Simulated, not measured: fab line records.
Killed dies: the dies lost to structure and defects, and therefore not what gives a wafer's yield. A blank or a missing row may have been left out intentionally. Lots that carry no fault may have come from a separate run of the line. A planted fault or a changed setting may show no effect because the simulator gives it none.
fab line records ; flow n5_finfet
[record] lots = 11; wafers = 33; last_day = 17
route steps=1938 shown BEOL_M5@1177
lots with no fault: from the same line, run without faults
start_h: the number of hours between the record's first day and the start of the first shown wafer of the lot ; wait_h: time in hours since the lot's previous step ; " the same as in the row above ; L1.1+2: a single row standing in for several wafers ; - no value, or no start was given ; * or withheld: withheld ; < > ~ a bound
route shown NAME@n: NAME is a module with steps in the file, n the number in the route of the first one ; usual: mean and standard deviation over wafers with no fault ; same: alike in all rows ; chamber/n: place in a boat ; sites: readings site by site ; _std_site: standard deviation across them ; _edge_site: inner sites' mean taken away from outer sites' mean ; radius_mm: for every site, how far away it sits from the centre of the wafer ; mask NAME#n: copy n ; behind: tool/chamber where the wafer was last shaped ; hold: the reason the lot was held/the length of the hold in hours/how it ended ; device: whichever transistor did not switch (one of n, p or np) ; end of line: tests run on the same wafers once the route is complete ; step lacking rows: just its recipe ; killed: dies lost to structure and defects at the first sort, not the wafer's yield ; map: the dies of a wafer, with x for killed, . for not killed, _ for no die there
set.NAME: the setting the step ran with; set.NAME@STEP: the setting that earlier step ran with ; model.NAME: the simulator's own value behind a step, which no gauge read
the route's steps for a sample of lots (tables are steps, rows are wafers)
services: the hour from which a tool's chamber was out of use, counted from the record's first day as start_h (under 0 if before that day), plus the number of hours and why
[[steps]]
[step N5_BEOL_M5_SPUTTER_81]
[recipe] material = Cu; target_thk_a = 150; temp_c = -20; chamber_pressure_pa = 0.07; power_w = withheld; time_s = 27.62
[usual] throttle_valve_pct = 30.1/0.68
lot.wafer;tool;chamber;start_h;wait_h;throttle_valve_pct
L198.1;pvd_sputter-01;-;211.84;0.5;30.0
L198.4;pvd_sputter-01;-;211.84;0.5;29.4
L198.5;pvd_sputter-01;-;211.84;0.5;30.3
L199.2;pvd_sputter-03;-;215.47;0.5;28.6
L199.3;pvd_sputter-03;-;215.47;0.5;30.8
L199.6;pvd_sputter-03;-;215.47;0.5;30.8
L202.1;pvd_sputter-03;-;229.57;0.5;30.5
L202.2;pvd_sputter-03;-;229.57;0.5;30.3
L202.6;pvd_sputter-03;-;229.57;0.5;30.2
L203.2;pvd_sputter-02;-;239.09;0.5;29.4
L203.3;pvd_sputter-02;-;239.09;0.5;30.6
L203.6;pvd_sputter-02;-;239.09;0.5;30.3
L204.1;pvd_sputter-03;-;256.69;0.5;30.7
L204.2;pvd_sputter-03;-;256.69;0.5;28.6
L204.3;pvd_sputter-03;-;256.69;0.5;30.4
L205.3;pvd_sputter-01;-;260.23;0.5;29.9
L205.5;pvd_sputter-01;-;260.23;0.5;30.5
L205.6;pvd_sputter-01;-;260.23;0.5;29.4
L207.1;pvd_sputter-02;-;260.66;0.5;30.8
L207.4;pvd_sputter-02;-;260.66;0.5;30.1
L207.5;pvd_sputter-02;-;260.66;0.5;30.2
L210.2;pvd_sputter-02;-;267.29;0.5;31.0
L210.3;pvd_sputter-02;-;267.29;0.5;30.2
L210.6;pvd_sputter-02;-;267.29;0.5;30.3
L209.3;pvd_sputter-03;-;271.92;0.5;29.8
L209.4;pvd_sputter-03;-;271.92;0.5;30.8
L209.5;pvd_sputter-03;-;271.92;0.5;28.6
L213.1;pvd_sputter-03;-;298.36;0.5;30.3
L213.2;pvd_sputter-03;-;298.36;0.5;30.4
L213.4;pvd_sputter-03;-;298.36;0.5;28.6
L216.1;pvd_sputter-03;-;318.23;0.5;30.5
L216.4;pvd_sputter-03;-;318.23;0.5;28.9
L216.6;pvd_sputter-03;-;318.23;0.5;28.6
[step N5_BEOL_M5_ANNEAL_82]
[recipe] temp_c = 400; time_s = 1800; ambient = vacuum
[usual] heater_power_w = 802/93
lot.wafer;tool;chamber;start_h;wait_h;heater_power_w
L198.1;pvd_sputter-01;-;211.92;0.0;854
L198.4;pvd_sputter-01;-;211.92;0.0;782
L198.5;pvd_sputter-01;-;211.92;0.0;822
L199.2;pvd_sputter-03;-;215.55;0.0;848
L199.3;pvd_sputter-03;-;215.55;0.0;699
L199.6;pvd_sputter-03;-;215.55;0.0;690
L202.1;pvd_sputter-03;-;229.65;0.0;964
L202.2;pvd_sputter-03;-;229.65;0.0;670
L202.6;pvd_sputter-03;-;229.65;0.0;682
L203.2;pvd_sputter-02;-;239.17;0.0;939
L203.3;pvd_sputter-02;-;239.17;0.0;721
L203.6;pvd_sputter-02;-;239.17;0.0;882
L204.1;pvd_sputter-03;-;256.77;0.0;693
L204.2;pvd_sputter-03;-;256.77;0.0;857
L204.3;pvd_sputter-03;-;256.77;0.0;941
L205.3;pvd_sputter-01;-;260.31;0.0;870
L205.5;pvd_sputter-01;-;260.31;0.0;808
L205.6;pvd_sputter-01;-;260.31;0.0;801
L207.1;pvd_sputter-02;-;260.74;0.0;716
L207.4;pvd_sputter-02;-;260.74;0.0;888
L207.5;pvd_sputter-02;-;260.74;0.0;881
L210.2;pvd_sputter-02;-;267.37;0.0;707
L210.3;pvd_sputter-02;-;267.37;0.0;900
L210.6;pvd_sputter-02;-;267.37;0.0;888
L209.3;pvd_sputter-03;-;272.00;0.0;682
L209.4;pvd_sputter-03;-;272.00;0.0;702
L209.5;pvd_sputter-03;-;272.00;0.0;862
L213.1;pvd_sputter-03;-;298.44;0.0;673
L213.2;pvd_sputter-03;-;298.44;0.0;666
L213.4;pvd_sputter-03;-;298.44;0.0;847
L216.1;pvd_sputter-03;-;318.31;0.0;977
L216.4;pvd_sputter-03;-;318.31;0.0;853
L216.6;pvd_sputter-03;-;318.31;0.0;874
[step N5_BEOL_M5_SPUTTER_90]
[recipe] material = Cu; target_thk_a = 45; temp_c = -20; chamber_pressure_pa = 0.07; power_w = withheld; time_s = 8.29
[usual] throttle_valve_pct = 30.1/0.73
lot.wafer;tool;chamber;start_h;wait_h;throttle_valve_pct
L198.1;pvd_sputter-01;-;215.10;0.5;29.9
L198.4;pvd_sputter-01;-;215.10;0.5;29.3
L198.5;pvd_sputter-01;-;215.10;0.5;30.4
L199.2;pvd_sputter-03;-;218.73;0.5;28.5
L199.3;pvd_sputter-03;-;218.73;0.5;30.6
L199.6;pvd_sputter-03;-;218.73;0.5;30.7
L202.1;pvd_sputter-03;-;232.83;0.5;30.5
L202.2;pvd_sputter-03;-;232.83;0.5;30.0
L202.6;pvd_sputter-03;-;232.83;0.5;30.1
L203.2;pvd_sputter-02;-;242.35;0.5;29.0
L203.3;pvd_sputter-02;-;242.35;0.5;31.2
L203.6;pvd_sputter-02;-;242.35;0.5;30.2
L204.1;pvd_sputter-03;-;259.95;0.5;30.7
L204.2;pvd_sputter-03;-;259.95;0.5;28.8
L204.3;pvd_sputter-03;-;259.95;0.5;30.9
L207.1;pvd_sputter-02;-;263.92;0.5;31.1
L207.4;pvd_sputter-02;-;263.92;0.5;30.1
L207.5;pvd_sputter-02;-;263.92;0.5;30.2
L205.3;pvd_sputter-01;-;267.20;4.2;30.0
L205.5;pvd_sputter-01;-;267.20;4.2;30.5
L205.6;pvd_sputter-01;-;267.20;4.2;29.3
L210.2;pvd_sputter-02;-;270.55;0.5;30.8
L210.3;pvd_sputter-02;-;270.55;0.5;30.1
L210.6;pvd_sputter-02;-;270.55;0.5;30.3
L209.3;pvd_sputter-03;-;275.18;0.5;30.1
L209.4;pvd_sputter-03;-;275.18;0.5;30.9
L209.5;pvd_sputter-03;-;275.18;0.5;28.8
L213.1;pvd_sputter-03;-;301.62;0.5;30.1
L213.2;pvd_sputter-03;-;301.62;0.5;30.9
L213.4;pvd_sputter-03;-;301.62;0.5;28.7
L216.1;pvd_sputter-03;-;321.49;0.5;30.6
L216.4;pvd_sputter-03;-;321.49;0.5;28.8
L216.6;pvd_sputter-03;-;321.49;0.5;28.7
[step N5_BEOL_M5_ECD_50]
[recipe] material = Cu; target_thk_a = 3000
lot.wafer;tool;chamber;start_h;wait_h
L198.1+4+5;ecd_cu-01;0;215.22;0.1
L199.2+3+6;ecd_cu-01;0,1,1;218.85;0.1
L202.1+2+6;ecd_cu-01;1,0,0;232.94;0.1
L203.2+3+6;ecd_cu-01;1,1,0;242.47;0.1
L204.1+2+3;ecd_cu-01;1,0,0;260.07;0.1
L207.1+4+5;ecd_cu-02;0,0,1;264.04;0.1
L205.3+5+6;ecd_cu-02;0,0,1;267.34;0.1
L210.2+3+6;ecd_cu-01;0,0,1;270.67;0.1
L209.3+4+5;ecd_cu-01;1,0,1;275.32;0.1
L213.1+2+4;ecd_cu-02;0,1,1;301.74;0.1
L216.1+4+6;ecd_cu-02;0,1,1;321.61;0.1
[step N5_BEOL_M5_CMP_52]
[recipe] stop_on = SiCOH_lowk; t_overpolish_s = 6.9; down_force_psi = 1; platen_rpm = 50; clearing_platen_down_force_psi = 1.5; clearing_platen_rpm = 50; post_cmp_clean = cu_alkaline; target_thk_nm = 62; clearing_platen_pad_velocity_m_s = 0.99484; pad_velocity_m_s = 0.99484
[usual] clearing_platen_down_force_psi = 1.5001/0.0029; motor_current_A = 6.1/0.66; pad_life_wafers = 1070/720; time_to_endpoint_s = 62/3.6
lot.wafer;tool;chamber;start_h;wait_h;clearing_platen_down_force_psi;motor_current_A;pad_life_wafers;time_to_endpoint_s
L198.1;cmp-03;0;215.60;0.3;1.5001;6.2;2028;63
L198.4;cmp-03;3;215.60;0.3;1.5011;7.2;2031;62
L198.5;cmp-03;0;215.60;0.3;1.4971;6.1;-;62
L199.2;cmp-01;2;219.37;0.2;1.5035;6.0;1188;58
L199.3;cmp-01;1;219.37;0.2;1.5044;5.7;1191;66
L199.6;cmp-01;2;219.37;0.2;1.5031;6.4;-;60
L202.1;cmp-03;1;233.33;0.3;1.4998;6.9;90;65
L202.2;cmp-03;2;233.33;0.3;1.4980;6.7;91;57
L202.6;cmp-03;2;233.33;0.3;1.4972;6.7;-;62
L203.3;cmp-01;3;242.85;0.2;1.4970;5.9;1368;68
L203.2;cmp-01;2;242.85;0.2;1.5043;6.2;1371;57
L203.6;cmp-01;0;242.85;0.2;1.5001;5.2;-;63
L204.3;cmp-03;0;260.50;0.2;1.4969;6.2;289;84
L204.1;cmp-03;1;260.50;0.2;1.5065;7.3;290;62
L204.2;cmp-03;2;260.50;0.2;1.5020;6.7;291;55
L207.1;cmp-04;2;264.46;0.3;1.4960;6.0;283;64
L207.4;cmp-04;0;264.46;0.3;1.5013;5.7;285;64
L207.5;cmp-04;1;264.46;0.3;1.4967;5.8;-;58
L205.3;cmp-04;2;267.83;0.3;1.4980;5.7;309;63
L205.5;cmp-04;3;267.83;0.3;1.5002;5.1;-;59
L205.6;cmp-04;0;267.83;0.3;1.4967;5.2;-;60
L210.2;cmp-04;1;271.12;0.2;1.5015;6.1;325;57
L210.3;cmp-04;3;271.12;0.2;1.4992;4.6;327;87
L210.6;cmp-04;1;271.12;0.2;1.4995;5.9;-;89
L209.4;cmp-01;1;275.70;0.1;1.5000;5.8;1584;95
L209.3;cmp-01;3;275.70;0.1;1.4989;5.7;1586;98
L209.5;cmp-01;1;275.70;0.1;1.5000;5.9;-;67
L213.2;cmp-01;0;302.12;0.2;1.5010;5.5;1806;63
L213.4;cmp-01;1;302.12;0.2;1.4984;5.8;1807;69
L213.1;cmp-01;2;302.12;0.2;1.5024;6.4;1808;62
L216.1;cmp-01;1;322.15;0.3;1.4990;5.5;1968;73
L216.4;cmp-01;0;322.15;0.3;1.4973;5.5;1971;65
L216.6;cmp-01;1;322.15;0.3;1.4970;5.9;-;68
[[services]]
tool;chamber;start_h;hours;kind
cmp-04;-;194.39;0.8;repair
cmp-03;-;207.09;2.5;repair
cmp-03;-;217.92;4.0;pm
cmp-03;-;221.92;-;consumable_replace:conditioner
cmp-03;-;221.92;-;consumable_replace:pad
cmp-04;-;225.62;4.0;pm
cmp-04;-;229.62;-;consumable_replace:conditioner
cmp-04;-;229.62;-;consumable_replace:pad
ecd_cu-02;-;244.27;4.9;repair
cmp-03;-;245.88;0.4;repair
ecd_cu-02;-;250.75;1.8;repair
ecd_cu-01;-;261.91;2.2;repair
cmp-04;-;264.91;0.9;repair
cmp-01;-;265.48;1.2;repair
cmp-04;-;316.35;4.8;pm
[[key]]
[first_sign] step = N5_BEOL_M5_CMP_52; reading = time_to_endpoint_s; direction = up; sigmas = 7.9; usual = *; struck = *
effect none on later readings
met_at N5_BEOL_M5_ECD_50
struck_lots L204,L209,L210
struck_wafers L204.3,L209.3,L209.4,L210.3,L210.6
not_acting_at N5_BEOL_M5_SPUTTER_81,N5_BEOL_M5_ANNEAL_82,N5_BEOL_M5_SPUTTER_90
onset_between 242.47 260.07
[fault] kind = process_parameter_drift; tool = ecd_cu-01; chamber = -; onset_h = 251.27; steps = N5_BEOL_M5_ECD_50; channel = target_thk_a; offset = *; shape = step; end_h = 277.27; scope = struck_wafers_only; acts_in = *; stated = *
